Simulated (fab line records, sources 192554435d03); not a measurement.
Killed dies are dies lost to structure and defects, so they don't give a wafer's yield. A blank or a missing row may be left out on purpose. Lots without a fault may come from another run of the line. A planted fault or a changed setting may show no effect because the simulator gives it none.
fab line records | flow n5_finfet
record lots=22 wafers=66 last_day=17
route steps=1938 shown SDB@358 DUMMY_REMOVAL@378 HKMG_FIN@401
lots that met no fault: from a run of the same line without faults
start_h: hours from the record's first day to the start of the lot's first wafer shown | wait_h: hours since the lot's step before | " the same as in the row above | L1.1+2: a row that stands for several wafers | - no value, or no start given | * or withheld: withheld | < > ~ a bound
route shown NAME@n: a module of which the file shows steps, and the number in the route of the first | usual: mean/standard deviation of fault-free wafers | same: alike in all rows | chamber/n: place in a boat | sites: the reading at each site | _std_site: their standard deviation | _edge_site: outer sites' mean less inner sites' | radius_mm: how far each site lies from the wafer's centre | mask NAME#n: copy n | behind: the tool/chamber that last shaped the wafer | hold: why the lot was held/for how many hours/how that ended | device: the transistor (n, p or np) that didn't switch | end of line: the same wafers' tests at the end of the route | a step without rows: its recipe alone | killed: dies lost to structure and defects at the first sort, not the wafer's yield | map: a wafer's dies, x killed, . not, _ none there
set.NAME: the setting as run; set.NAME@STEP: as run at that earlier step | model.NAME: the simulator's own value behind a step, which no gauge read
steps of the route over a sample of lots; a table a step, a row a wafer
services: from which hour (start_h, from the record's first day; less than 0 if before it) a tool's chamber was out of use, for how many hours, and why
## steps
# step N5_SDB_INSPECT_13
# recipe mode=adi inspect_instrument=brightfield
# usual raw_defect_count=71/33
# columns lot.wafer tool chamber start_h wait_h raw_defect_count
L074.2 defect_inspect-02 - 65.52 0.0 73
L074.4 " - " " 45
L074.5 " - " " 39
L075.1 defect_inspect-02 - 73.30 0.0 47
L075.3 " - " " 30
L075.6 " - " " 66
L077.2 defect_inspect-02 - 86.32 0.0 111
L077.3 " - " " 122
L077.6 " - " " 79
L078.2 defect_inspect-01 - 91.79 0.0 80
L078.3 " - " " 46
L078.5 " - " " 84
L079.1 defect_inspect-02 - 97.48 0.0 83
L079.4 " - " " 25
L079.6 " - " " 68
L080.2 defect_inspect-02 - 100.93 0.0 57
L080.3 " - " " 64
L080.6 " - " " 71
L081.2 defect_inspect-02 - 108.62 0.0 107
L081.3 " - " " 73
L081.4 " - " " 82
L082.1 defect_inspect-01 - 114.52 0.0 156
L082.2 " - " " 97
L082.4 " - " " 136
L083.1 defect_inspect-01 - 120.80 0.0 61
L083.3 " - " " 54
L083.6 " - " " 74
L084.1 defect_inspect-02 - 129.11 0.0 45
L084.5 " - " " 55
L084.6 " - " " 84
L085.4 defect_inspect-02 - 132.60 0.0 81
L085.5 " - " " 56
L085.6 " - " " 126
L086.1 defect_inspect-02 - 142.73 0.0 86
L086.3 " - " " 54
L086.4 " - " " 39
L087.2 defect_inspect-01 - 144.69 0.0 52
L087.5 " - " " 38
L087.6 " - " " 33
L088.1 defect_inspect-01 - 149.49 0.0 70
L088.2 " - " " 50
L088.6 " - " " 47
L089.1 defect_inspect-02 - 155.41 0.0 50
L089.3 " - " " 113
L089.5 " - " " 195
L090.3 defect_inspect-01 - 164.21 0.0 42
L090.4 " - " " 54
L090.6 " - " " 38
L091.1 defect_inspect-01 - 170.50 0.0 38
L091.3 " - " " 50
L091.5 " - " " 58
L092.1 defect_inspect-02 - 176.51 0.0 63
L092.2 " - " " 113
L092.6 " - " " 111
L093.1 defect_inspect-02 - 179.85 0.0 50
L093.3 " - " " 83
L093.4 " - " " 115
L095.2 defect_inspect-01 - 193.56 0.0 62
L095.3 " - " " 106
L095.5 " - " " 52
L096.1 defect_inspect-01 - 197.42 0.0 40
L096.2 " - " " 53
L096.5 " - " " 47
L097.2 defect_inspect-01 - 205.35 0.0 40
L097.3 " - " " 26
L097.6 " - " " 62
# step N5_SDB_ALD_29
# recipe material=SiNx target_thk_a=300 temp_c=400 ald_precursor_family=SiH2I2 ald_co_reactant=N2/H2-plasma pulse_time_s=1 ald_cycles=600 purge_time_s=2 co_reactant_purge_time_s=2 pressure_torr=2
# usual heater_power_w=891/110 precursor_pulse_height_rel=1.001/0.021
# same ald_cycles=600
# columns lot.wafer tool chamber start_h wait_h heater_power_w precursor_pulse_height_rel
L074.2 ald_sin-02 0 66.36 0.0 892 0.950
L074.4 " 0 67.71 1.4 889 1.048
L074.5 " 3 " " 1078 0.974
L075.1 ald_sin-02 1 75.06 1.0 836 1.022
L075.3 " 3 " " 1067 0.939
L075.6 " 3 76.42 2.3 1057 1.018
L077.2 ald_sin-01 1 87.14 0.0 849 1.012
L077.3 " 3 " " 882 0.958
L077.6 " 3 88.49 1.4 861 1.046
L078.2 ald_sin-01 0 93.27 0.3 818 1.014
L078.3 " 1 " " 837 1.030
L078.5 " 3 94.63 1.6 876 0.990
L079.1 ald_sin-02 0 98.33 0.0 889 1.043
L079.4 " 1 " " 824 1.006
L079.6 " 0 99.68 1.4 900 1.018
L080.2 ald_sin-04 2 101.76 0.0 687 0.961
L080.3 " 3 " " 875 1.061
L080.6 " 1 103.11 1.4 1099 0.995
L081.2 ald_sin-01 2 109.49 0.0 702 1.010
L081.3 " 3 " " 906 1.012
L081.4 " 1 " " 824 1.009
L082.1 ald_sin-02 0 115.38 0.0 886 0.978
L082.2 " 2 " " 930 0.981
L082.4 " 1 " " 820 1.003
L083.1 ald_sin-02 3 121.69 0.0 1072 1.028
L083.3 " 0 " " 898 0.994
L083.6 " 3 123.04 1.4 1051 1.021
L084.1 ald_sin-04 2 130.90 0.0 689 0.984
L084.5 " 1 132.25 1.4 1099 0.997
L084.6 " 2 " " 695 0.976
L085.4 ald_sin-01 3 134.64 0.0 891 1.008
L085.5 " 2 135.99 1.4 716 1.017
L085.6 " 1 " " 832 1.020
L086.1 ald_sin-01 3 145.20 0.0 883 0.991
L086.3 " 0 " " 823 0.998
L086.4 " 2 " " 723 0.999
L087.2 ald_sin-02 0 147.35 1.1 903 0.982
L087.5 " 2 148.70 2.4 928 1.014
L087.6 " 3 " " 1065 1.011
L088.1 ald_sin-02 0 150.32 0.0 886 1.007
L088.2 " 3 " " 1060 1.002
L088.6 " 3 151.67 1.4 1072 1.006
L089.1 ald_sin-04 0 157.19 0.0 868 1.020
L089.3 " 2 " " 686 0.978
L089.5 " 1 158.54 1.4 1093 1.043
L090.3 ald_sin-02 0 165.19 0.0 894 1.007
L090.4 " 2 " " 911 0.996
L090.6 " 3 166.55 1.4 1084 0.988
L091.1 ald_sin-04 2 171.81 0.0 687 0.993
L091.3 " 1 " " 1116 0.998
L091.5 " 2 173.17 1.4 681 1.020
L092.1 ald_sin-02 3 177.71 0.3 1103 1.025
L092.2 " 1 " " 843 1.042
L092.6 " 3 179.06 1.6 1083 0.978
L093.1 ald_sin-02 2 181.26 0.0 950 1.014
L093.3 " 3 " " 1071 0.979
L093.4 " 1 " " 822 1.019
L095.2 ald_sin-02 1 194.39 0.0 843 1.002
L095.3 " 2 " " 947 1.018
L095.5 " 1 195.74 1.4 831 0.986
L096.1 ald_sin-01 1 198.26 0.0 807 0.988
L096.2 " 0 " " 833 0.998
L096.5 " 0 199.61 1.4 808 1.006
L097.2 ald_sin-04 1 206.66 0.1 1111 1.037
L097.3 " 2 " " 675 0.964
L097.6 " 2 208.01 1.5 692 0.978
# step N5_DUMMY_REMOVAL_STRIP_10
# recipe chemistry=N2/H2 time_s=40 power_w=100 temp_c=40 pressure_mtorr=100 rf_frequency_hz=6e+07 bias_power_w=3 n2_flow_sccm=300 h2_flow_sccm=300
# usual chamber_pressure_mTorr=100.00/0.094 drypump_motor_current_A=5.7/0.38 oes_product_au=0.81/0.076 rf_vpp_V=45.3/0.8 showerhead_plenum_p_Torr=3.40/0.13 throttle_valve_pct=12.11/0.24
# columns lot.wafer tool chamber start_h wait_h chamber_pressure_mTorr drypump_motor_current_A oes_product_au rf_hours_counter_h rf_vpp_V showerhead_plenum_p_Torr throttle_valve_pct
L074.2 rie_diel-06 1 69.52 0.0 100.01 6.2 0.91 16 45.7 3.34 11.80
L074.4 " 3 " " 100.11 5.6 0.78 130 45.7 3.52 12.10
L074.5 " 1 " " 100.05 6.2 0.92 - 44.2 3.34 11.81
L075.1 rie_diel-04 1 78.19 0.0 100.03 5.6 0.74 174 45.7 3.34 12.19
L075.3 " 0 " " 99.99 5.6 0.68 238 45.5 3.33 12.36
L075.6 " 1 " " 99.91 5.5 0.73 - 44.5 3.34 12.19
L077.2 rie_diel-04 0 90.26 0.0 99.98 5.7 0.68 242 44.9 3.33 12.39
L077.3 " 1 " " 99.88 5.6 0.73 178 45.1 3.34 12.21
L077.6 " 0 " " 100.10 5.6 0.67 - 45.7 3.33 12.36
L078.2 rie_diel-02 1 96.40 0.0 99.94 5.6 0.95 19 46.3 3.61 11.92
L078.3 " 2 " " 99.85 6.5 0.84 54 45.0 3.29 12.34
L078.5 " 1 " " 99.97 5.6 0.95 - 46.5 3.61 11.92
L079.1 rie_diel-04 0 101.48 0.0 100.07 5.7 0.67 247 46.8 3.32 12.38
L079.4 " 1 " " 99.98 5.6 0.73 - 43.7 3.33 12.20
L079.6 " 1 " " 100.08 5.5 0.72 - 44.3 3.33 12.22
L080.2 rie_diel-06 3 104.98 0.0 100.15 5.6 0.77 139 45.1 3.51 12.12
L080.3 " 0 " " 100.13 5.6 0.74 175 46.1 3.23 12.29
L080.6 " 1 " " 99.87 6.2 0.89 - 45.3 3.33 11.85
L081.2 rie_diel-02 2 112.61 0.0 100.00 6.5 0.82 59 44.2 3.29 12.34
L081.3 " 3 " " 99.86 5.9 0.86 51 45.9 3.56 11.62
L081.4 " 1 " " 99.92 5.6 0.94 24 45.5 3.60 11.93
L082.1 rie_diel-02 1 118.50 0.0 99.94 5.6 0.93 26 46.2 3.60 11.93
L082.2 " 3 " " 100.12 5.9 0.86 53 47.1 3.56 11.63
L082.4 " 2 " " 100.00 6.5 0.82 61 44.4 3.29 12.34
L083.1 rie_diel-06 3 125.02 0.0 100.05 5.6 0.76 145 43.5 3.51 12.13
L083.3 " 2 " " 99.86 6.0 0.84 64 45.9 3.54 11.80
L083.6 " 2 " " 100.02 6.0 0.84 - 45.7 3.54 11.80
L084.1 rie_diel-02 2 134.02 0.0 100.03 6.5 0.82 65 46.1 3.29 12.37
L084.5 " 1 " " 100.03 5.6 0.92 - 45.4 3.60 11.95
L084.6 " 2 " " 100.02 6.5 0.82 - 44.5 3.29 12.36
L085.4 rie_diel-02 3 137.87 0.0 100.10 5.9 0.85 60 44.7 3.55 11.64
L085.5 " 1 " " 99.98 5.6 0.92 - 45.5 3.60 11.95
L085.6 " 0 " " 100.11 5.1 0.77 - 46.7 3.52 12.32
L086.1 rie_diel-04 0 148.38 0.0 100.03 5.7 0.96 4 45.2 3.32 11.76
L086.3 " 2 " " 100.01 5.3 0.83 83 44.9 3.26 12.26
L086.4 " 0 " " 100.06 5.7 0.97 - 44.6 3.32 11.77
L087.2 rie_diel-02 1 150.49 0.0 100.13 5.6 0.91 36 45.5 3.60 11.96
L087.5 " 2 " " 100.08 6.6 0.81 - 45.3 3.29 12.36
L087.6 " 1 " " 99.92 5.7 0.90 - 45.9 3.60 11.94
L088.1 rie_diel-02 0 153.47 0.0 100.10 5.1 0.76 149 46.2 3.52 12.31
L088.2 " 2 " " 99.93 6.5 0.81 72 45.8 3.29 12.39
L088.6 " 3 " " 100.13 5.9 0.84 - 45.5 3.55 11.66
L089.1 rie_diel-06 2 160.40 0.0 99.90 6.0 0.83 74 45.7 3.53 11.84
L089.3 " 1 " " 99.87 6.2 0.86 45 46.2 3.32 11.89
L089.5 " 3 " " 100.03 5.6 0.76 - 44.4 3.51 12.17
L090.3 rie_diel-04 3 168.36 0.0 100.05 6.0 0.91 19 44.8 3.42 12.10
L090.4 " 0 " " 100.07 5.6 0.94 10 44.3 3.32 11.78
L090.6 " 0 " " 100.00 5.7 0.95 - 44.9 3.32 11.80
L091.1 rie_diel-02 0 174.96 0.0 100.06 5.1 0.77 155 46.0 3.52 12.36
L091.3 " 3 " " 99.86 5.9 0.83 71 45.0 3.55 11.68
L091.5 " 1 " " 99.96 5.6 0.90 - 45.0 3.59 11.98
L092.1 rie_diel-06 1 180.83 0.0 99.98 6.2 0.86 51 45.2 3.32 11.89
L092.2 " 0 " " 100.10 5.6 0.72 198 46.4 3.21 12.34
L092.6 " 2 " " 100.02 6.0 0.83 - 46.7 3.53 11.83
L093.1 rie_diel-04 1 184.38 0.0 99.94 5.5 0.71 211 44.1 3.32 12.30
L093.3 " 3 " " 99.98 6.0 0.89 24 45.8 3.42 12.13
L093.4 " 2 " " 100.08 5.3 0.81 94 44.3 3.25 12.30
L095.2 rie_diel-04 0 197.51 0.0 100.00 5.7 0.92 18 45.2 3.31 11.80
L095.3 " 3 " " 100.05 6.0 0.88 29 45.2 3.42 12.13
L095.5 " 2 " " 100.08 5.3 0.81 - 46.3 3.25 12.29
L096.1 rie_diel-04 3 201.38 0.0 100.03 6.0 0.88 30 46.1 3.42 12.12
L096.2 " 1 " " 100.00 5.6 0.70 217 45.8 3.32 12.31
L096.5 " 3 " " 100.13 6.0 0.88 - 47.4 3.42 12.14
L097.2 rie_diel-02 0 209.79 0.0 99.91 5.1 0.74 165 45.3 3.51 12.39
L097.3 " 1 " " 100.07 5.6 0.88 54 45.1 3.59 12.01
L097.6 " 3 " " 100.08 5.9 0.81 - 44.7 3.54 11.69
# step N5_HKMG_FIN_DESCUM_53
# recipe chemistry=O2 time_s=7.9 source_power_w=50 bias_power_w=20 pressure_mtorr=20 rf_frequency_hz=2.712e+07 temp_c=40 resist=CAR-ArF o2_flow_sccm=225
# usual chamber_pressure_mTorr=20.000/0.018 drypump_motor_current_A=5.7/0.4 oes_product_au=0.81/0.091 rf_vpp_V=243.3/1.4 showerhead_plenum_p_Torr=2.10/0.064 throttle_valve_pct=20.40/0.22
# columns lot.wafer tool chamber start_h wait_h chamber_pressure_mTorr drypump_motor_current_A oes_product_au rf_hours_counter_h rf_vpp_V showerhead_plenum_p_Torr throttle_valve_pct
L074.2 rie_diel-03 0 71.12 0.0 19.995 5.5 0.69 213 241.1 1.99 20.29
L074.4 " 3 " " 20.019 5.6 0.87 - 243.9 2.21 20.32
L074.5 " 1 " " 19.975 6.7 0.70 - 242.0 2.07 20.78
L075.1 rie_diel-05 3 79.96 0.2 20.011 5.6 0.75 156 244.2 2.09 20.43
L075.3 " 3 " " 19.985 5.6 0.75 - 243.4 2.09 20.44
L075.6 " 3 " " 19.964 5.6 0.76 - 244.0 2.09 20.45
L077.2 rie_diel-03 2 91.97 0.2 19.993 5.9 0.97 4 243.2 2.07 20.39
L077.3 " 0 " " 20.023 5.5 0.69 221 241.4 1.99 20.32
L077.6 " 0 " " 19.969 5.5 0.69 - 242.1 1.99 20.32
L078.2 rie_diel-03 0 98.05 0.1 19.990 5.5 0.69 224 242.4 1.99 20.31
L078.3 " 2 " " 20.011 5.9 0.96 7 243.5 2.06 20.39
L078.5 " 3 " " 19.995 5.6 0.86 - 245.8 2.20 20.34
L079.1 rie_diel-03 2 103.31 0.0 19.983 5.9 0.94 9 241.2 2.06 20.41
L079.4 " 0 " " 20.020 5.5 0.68 226 241.5 1.99 20.33
L079.6 " 2 " " 20.020 6.0 0.94 - 242.2 2.06 20.39
L080.2 rie_diel-03 3 106.69 0.0 19.996 5.6 0.86 74 247.3 2.20 20.35
L080.3 " 0 " " 19.980 5.5 0.69 227 242.8 1.99 20.32
L080.6 " 1 " " 19.996 6.7 0.99 - 242.5 2.07 20.38
L081.2 rie_diel-05 3 114.26 0.0 20.012 5.6 0.74 167 243.1 2.09 20.47
L081.3 " 0 " " 20.002 5.5 0.85 46 243.4 2.22 20.11
L081.4 " 1 " " 20.006 5.5 0.75 172 243.0 2.07 20.68
L082.1 rie_diel-01 3 120.30 0.2 19.988 5.2 0.91 30 241.8 2.06 20.51
L082.2 " 0 " " 19.984 5.1 0.88 48 242.6 2.06 20.18
L082.4 " 2 " " 19.967 5.8 0.72 204 244.2 2.06 20.76
L083.1 rie_diel-05 3 126.69 0.0 19.986 5.6 0.74 171 243.3 2.08 20.46
L083.3 " 2 " " 20.014 6.2 0.71 204 245.1 2.14 20.41
L083.6 " 2 " " 20.018 6.2 0.71 - 243.2 2.14 20.43
L084.1 rie_diel-05 3 136.14 0.5 20.001 5.6 0.73 176 242.6 2.08 20.48
L084.5 " 2 " " 19.968 6.2 0.70 - 245.3 2.14 20.42
L084.6 " 3 " " 19.981 5.6 0.73 - 242.4 2.08 20.48
L085.4 rie_diel-05 2 139.76 0.5 19.997 6.2 0.70 211 242.6 2.14 20.43
L085.5 " 0 " " 19.985 5.6 0.83 - 244.5 2.22 20.09
L085.6 " 3 " " 20.005 5.6 0.73 - 244.5 2.08 20.47
L086.1 rie_diel-05 3 149.93 0.0 19.996 5.6 0.72 182 242.7 2.08 20.48
L086.3 " 0 " " 19.990 5.5 0.82 56 246.7 2.22 20.12
L086.4 " 2 " " 19.992 6.2 0.70 215 244.5 2.14 20.45
L087.2 rie_diel-05 2 151.96 0.0 19.982 6.2 0.69 216 245.2 2.14 20.44
L087.5 " 3 " " 19.988 5.6 0.73 - 243.1 2.08 20.48
L087.6 " 0 " " 20.020 5.5 0.83 - 244.6 2.22 20.09
L088.1 rie_diel-03 2 155.09 0.0 20.009 6.0 0.89 23 242.8 2.06 20.43
L088.2 " 0 " " 20.001 5.5 0.67 239 241.3 1.98 20.37
L088.6 " 3 " " 19.978 5.6 0.85 - 244.8 2.20 20.37
L089.1 rie_diel-05 1 162.01 0.0 20.023 5.5 0.73 192 242.6 2.06 20.71
L089.3 " 3 " " 20.014 5.6 0.72 187 241.8 2.08 20.48
L089.5 " 2 " " 19.989 6.2 0.69 - 243.6 2.13 20.43
L090.3 rie_diel-01 1 169.97 0.1 20.000 5.6 0.91 31 243.1 2.12 19.90
L090.4 " 3 " " 19.992 5.2 0.88 47 242.3 2.05 20.54
L090.6 " 3 " " 19.990 5.2 0.87 - 243.2 2.05 20.54
L091.1 rie_diel-01 1 176.51 0.0 20.004 5.6 0.90 33 244.3 2.12 19.90
L091.3 " 3 " " 20.030 5.2 0.87 49 241.6 2.05 20.53
L091.5 " 0 " " 20.013 5.1 0.84 - 242.9 2.05 20.22
L092.1 rie_diel-03 1 182.63 0.1 19.999 6.8 0.93 26 242.8 2.06 20.43
L092.2 " 0 " " 19.957 5.5 0.68 247 241.4 1.98 20.36
L092.6 " 3 " " 20.001 5.6 0.83 - 245.0 2.19 20.37
L093.1 rie_diel-01 1 185.93 0.0 19.985 5.6 0.91 36 242.6 2.12 19.89
L093.3 " 0 " " 20.015 5.1 0.83 74 241.5 2.05 20.22
L093.4 " 2 " " 19.999 5.8 0.70 230 241.4 2.05 20.81
L095.2 rie_diel-03 3 199.11 0.1 19.984 5.6 0.82 104 245.3 2.19 20.38
L095.3 " 1 " " 20.014 6.7 0.91 33 241.6 2.06 20.43
L095.5 " 2 " " 19.989 5.9 0.87 - 242.2 2.05 20.43
L096.1 rie_diel-05 2 202.93 0.0 20.016 6.2 0.69 233 245.5 2.13 20.45
L096.2 " 1 " " 20.011 5.5 0.73 205 243.2 2.06 20.75
L096.5 " 1 " " 20.037 5.5 0.73 - 243.0 2.06 20.73
L097.2 rie_diel-01 1 211.37 0.1 19.990 5.5 0.90 44 241.8 2.11 19.93
L097.3 " 0 " " 20.024 5.1 0.82 83 242.2 2.05 20.23
L097.6 " 3 " " 19.992 5.2 0.85 - 241.5 2.05 20.56
# step N5_HKMG_FIN_ETCH_35
# recipe chemistry=N2/H2 target=SOC target_depth_a=2158 ion_energy_ev=65 bias_w=5 source_w=3000 time_s=243.4 pressure_mtorr=30 n2_flow_sccm=200 h2_flow_sccm=200
# usual chamber_pressure_mTorr=29.995/0.029 drypump_motor_current_A=5.7/0.44 oes_product_au=0.81/0.088 rf_vpp_V=141.5/1 showerhead_plenum_p_Torr=2.54/0.082 throttle_valve_pct=17.8/0.32
# columns lot.wafer tool chamber start_h wait_h chamber_pressure_mTorr drypump_motor_current_A oes_product_au rf_hours_counter_h rf_vpp_V showerhead_plenum_p_Torr throttle_valve_pct
L074.2 rie_diel-01 2 74.97 0.0 30.020 5.8 0.72 185 140.2 2.54 18.4
L074.4 " 0 " " 30.063 5.1 0.90 - 142.0 2.49 17.4
L074.5 " 2 " " 29.945 5.8 0.72 - 141.4 2.54 18.4
L075.1 rie_diel-03 2 84.65 0.0 29.991 5.9 0.98 3 141.6 2.49 17.6
L075.3 " 0 " " 29.928 5.5 0.70 220 141.9 2.41 17.8
L075.6 " 2 " " 29.997 5.9 0.97 - 142.3 2.49 17.6
L077.2 rie_diel-01 0 96.01 0.0 30.021 5.1 0.89 36 141.2 2.48 17.4
L077.3 " 3 " " 30.003 5.2 0.90 19 141.4 2.49 17.7
L077.6 " 0 " " 29.995 5.1 0.89 - 140.3 2.48 17.4
L078.2 rie_diel-05 2 101.60 0.0 30.016 6.2 0.70 196 142.0 2.64 18.1
L078.3 " 0 " " 29.985 5.5 0.84 43 142.7 2.69 17.3
L078.5 " 2 " " 29.972 6.2 0.70 - 142.7 2.64 18.1
L079.1 rie_diel-01 0 106.88 0.0 29.999 5.1 0.88 41 140.6 2.48 17.4
L079.4 " 0 " " 30.001 5.1 0.88 - 140.6 2.48 17.4
L079.6 " 3 " " 29.995 5.2 0.89 - 140.6 2.49 17.7
L080.2 rie_diel-05 2 110.38 0.0 30.018 6.2 0.70 198 142.9 2.64 18.1
L080.3 " 3 " " 29.985 5.7 0.75 166 141.9 2.54 17.9
L080.6 " 2 " " 29.984 6.2 0.70 - 142.4 2.64 18.1
L081.2 rie_diel-01 3 117.82 0.0 29.971 5.2 0.89 29 142.0 2.49 17.7
L081.3 " 1 " " 29.973 5.6 0.98 9 141.4 2.60 17.5
L081.4 " 0 " " 29.968 5.1 0.87 47 141.2 2.48 17.4
L082.1 rie_diel-05 1 123.99 0.0 29.987 5.5 0.75 176 140.4 2.52 18.1
L082.2 " 2 " " 30.003 6.2 0.69 203 143.1 2.64 18.1
L082.4 " 2 " " 30.002 6.1 0.70 - 143.2 2.64 18.1
L083.1 rie_diel-01 3 130.80 0.0 29.973 5.2 0.88 34 140.9 2.48 17.8
L083.3 " 1 " " 30.003 5.5 0.97 14 140.5 2.60 17.5
L083.6 " 2 " " 30.015 5.8 0.73 - 141.8 2.53 18.4
L084.1 rie_diel-01 2 140.24 0.0 29.994 5.8 0.71 213 140.7 2.53 18.4
L084.5 " 2 " " 30.014 5.8 0.70 - 141.8 2.53 18.4
L084.6 " 1 " " 29.971 5.6 0.95 - 142.7 2.60 17.5
L085.4 rie_diel-05 1 144.58 0.0 30.005 5.5 0.74 185 140.5 2.52 18.2
L085.5 " 3 " " 30.008 5.6 0.73 - 141.2 2.53 18.0
L085.6 " 2 " " 29.993 6.1 0.68 - 144.1 2.64 18.1
L086.1 rie_diel-01 3 153.61 0.0 30.025 5.2 0.87 41 141.6 2.48 17.8
L086.3 " 2 " " 29.975 5.8 0.71 219 140.4 2.53 18.4
L086.4 " 1 " " 30.010 5.6 0.93 25 141.8 2.59 17.5
L087.2 rie_diel-03 2 156.18 0.0 29.994 5.9 0.90 24 141.5 2.48 17.7
L087.5 " 0 " " 30.016 5.5 0.68 - 140.3 2.40 17.8
L087.6 " 1 " " 29.994 6.7 0.95 - 140.8 2.48 17.6
L088.1 rie_diel-05 3 159.03 0.0 29.974 5.6 0.74 186 140.2 2.53 18.0
L088.2 " 2 " " 30.007 6.2 0.68 219 143.4 2.63 18.1
L088.6 " 1 " " 29.877 5.5 0.75 - 141.8 2.52 18.2
L089.1 rie_diel-03 2 165.74 0.0 30.001 5.9 0.89 27 140.1 2.48 17.7
L089.3 " 0 " " 29.969 5.5 0.67 243 141.2 2.40 17.8
L089.5 " 0 " " 29.983 5.5 0.67 - 139.8 2.40 17.8
L090.3 rie_diel-03 1 173.73 0.0 30.039 6.7 0.94 22 142.9 2.48 17.6
L090.4 " 1 " " 29.995 6.7 0.93 - 140.6 2.48 17.6
L090.6 " 3 " " 29.994 5.7 0.83 - 142.1 2.69 17.9
L091.1 rie_diel-03 2 180.19 0.0 29.987 5.9 0.89 33 141.0 2.48 17.7
L091.3 " 1 " " 29.949 6.8 0.93 25 140.5 2.48 17.6
L091.5 " 0 " " 29.982 5.5 0.67 - 141.4 2.40 17.9
L092.1 rie_diel-05 0 186.38 0.0 29.983 5.6 0.81 69 142.3 2.67 17.4
L092.2 " 1 " " 30.006 5.5 0.74 200 141.1 2.51 18.2
L092.6 " 0 " " 29.945 5.5 0.80 - 142.3 2.67 17.4
L093.1 rie_diel-01 3 190.01 0.0 29.988 5.2 0.85 54 140.6 2.47 17.8
L093.3 " 0 " " 30.041 5.0 0.82 76 140.1 2.47 17.5
L093.4 " 1 " " 30.028 5.6 0.91 38 142.7 2.59 17.5
L095.2 rie_diel-01 0 202.86 0.0 30.016 5.1 0.81 79 142.7 2.47 17.5
L095.3 " 3 " " 29.967 5.2 0.84 59 141.2 2.47 17.8
L095.5 " 0 " " 30.047 5.1 0.81 - 140.0 2.47 17.5
L096.1 rie_diel-05 0 206.75 0.0 29.984 5.5 0.80 76 143.3 2.67 17.4
L096.2 " 1 " " 30.021 5.5 0.73 207 140.1 2.51 18.2
L096.5 " 3 " " 30.004 5.6 0.72 - 140.5 2.52 18.0
L097.2 rie_diel-03 1 215.27 0.0 29.977 6.7 0.89 41 140.7 2.47 17.7
L097.3 " 3 " " 30.040 5.6 0.81 112 143.1 2.68 18.0
L097.6 " 2 " " 30.009 5.9 0.85 - 141.7 2.47 17.7
# step N5_HKMG_FIN_ALD_21
# recipe material=TiN target_thk_a=15 temp_c=400 ald_precursor_family=TiCl4 ald_co_reactant=NH3 pulse_time_s=1 purge_time_s=3 co_reactant_purge_time_s=2 co_reactant_pulse_time_s=2 ald_cycles=68 pressure_torr=3
# usual heater_power_w=881/64 precursor_pulse_height_rel=0.999/0.018
# same ald_cycles=68
# columns lot.wafer tool chamber start_h wait_h heater_power_w precursor_pulse_height_rel
L074.2 ald_metal-02 1 77.85 0.3 845 0.974
L074.4 " 0 " " 844 1.000
L074.5 " 1 " " 859 1.002
L075.1 ald_metal-01 2 87.50 0.3 832 1.032
L075.3 " 1 " " 896 0.997
L075.6 " 3 " " 896 1.016
L077.2 ald_metal-03 2 99.04 0.3 898 0.993
L077.3 " 1 " " 811 1.018
L077.6 " 3 " " 969 0.990
L078.2 ald_metal-02 2 104.44 0.3 783 1.025
L078.3 " 1 " " 858 0.996
L078.5 " 0 " " 832 1.004
L079.1 ald_metal-03 1 109.74 0.3 832 1.013
L079.4 " 2 " " 928 0.996
L079.6 " 3 " " 981 1.008
L080.2 ald_metal-03 0 113.34 0.3 1022 1.007
L080.3 " 2 " " 906 1.037
L080.6 " 0 " " 995 0.995
L081.2 ald_metal-02 3 120.69 0.3 883 1.011
L081.3 " 1 " " 864 0.987
L081.4 " 2 " " 801 1.021
L082.1 ald_metal-01 0 126.86 0.3 896 1.027
L082.2 " 1 " " 891 1.019
L082.4 " 3 " " 919 0.989
L083.1 ald_metal-02 2 133.73 0.3 824 0.993
L083.3 " 0 " " 820 0.991
L083.6 " 3 " " 876 0.985
L084.1 ald_metal-02 2 143.12 0.3 803 0.991
L084.5 " 0 " " 842 0.991
L084.6 " 1 " " 856 0.987
L085.4 ald_metal-01 3 147.52 0.1 879 0.997
L085.5 " 2 " " 841 1.008
L085.6 " 1 " " 874 0.986
L086.1 ald_metal-03 0 156.53 0.3 1007 1.015
L086.3 " 1 " " 828 1.000
L086.4 " 3 " " 952 1.037
L087.2 ald_metal-01 0 159.03 0.3 870 1.014
L087.5 " 2 " " 826 1.009
L087.6 " 1 " " 856 0.995
L088.1 ald_metal-03 3 161.86 0.3 960 0.989
L088.2 " 0 " " 1039 1.029
L088.6 " 1 " " 782 0.978
L089.1 ald_metal-03 1 168.60 0.3 811 1.014
L089.3 " 2 " " 921 1.002
L089.5 " 1 " " 807 1.002
L090.3 ald_metal-02 3 176.76 0.1 867 0.998
L090.4 " 2 " " 799 0.986
L090.6 " 0 " " 824 0.988
L091.1 ald_metal-01 1 183.08 0.3 869 0.977
L091.3 " 0 " " 889 1.013
L091.5 " 1 " " 864 0.984
L092.1 ald_metal-03 3 189.36 0.3 946 1.003
L092.2 " 0 " " 1021 0.982
L092.6 " 1 " " 814 0.991
L093.1 ald_metal-02 3 192.91 0.3 892 0.990
L093.3 " 1 " " 866 1.000
L093.4 " 0 " " 828 1.003
L095.2 ald_metal-01 2 205.74 0.3 816 0.996
L095.3 " 3 " " 904 1.042
L095.5 " 1 " " 882 0.984
L096.1 ald_metal-02 3 209.82 0.3 883 0.978
L096.2 " 2 " " 807 1.020
L096.5 " 3 " " 868 0.967
L097.2 ald_metal-03 2 218.20 0.3 925 0.990
L097.3 " 3 " " 983 0.999
L097.6 " 3 " " 971 0.998
## services
# columns tool chamber start_h hours kind
rie_diel-04 1 53.27 13.5 repair
ald_sin-01 2 54.48 36.2 repair
ald_sin-02 1 56.56 12.0 repair
ald_sin-01 3 63.34 11.1 repair
ald_sin-02 - 69.06 6.0 pm
rie_diel-05 0 77.23 7.1 repair
rie_diel-02 1 80.37 7.8 repair
rie_diel-02 0 80.68 14.0 repair
ald_sin-02 - 88.84 0.5 repair
rie_diel-01 1 94.09 2.9 repair
rie_diel-04 2 97.38 9.7 repair
ald_sin-01 2 121.58 1.6 repair
rie_diel-05 0 122.16 10.0 repair
rie_diel-03 - 128.90 15.6 pm
rie_diel-02 3 139.39 2.0 repair
ald_metal-03 0 141.07 13.3 repair
rie_diel-04 3 146.43 9.5 repair
ald_sin-01 0 155.56 9.1 repair
ald_metal-03 2 157.12 6.8 repair
rie_diel-03 0 168.28 7.7 repair
ald_sin-01 - 176.91 14.0 pm
ald_metal-03 1 177.29 10.4 repair
rie_diel-01 - 178.16 0.7 repair
rie_diel-05 1 213.01 3.8 repair
## key
fault none
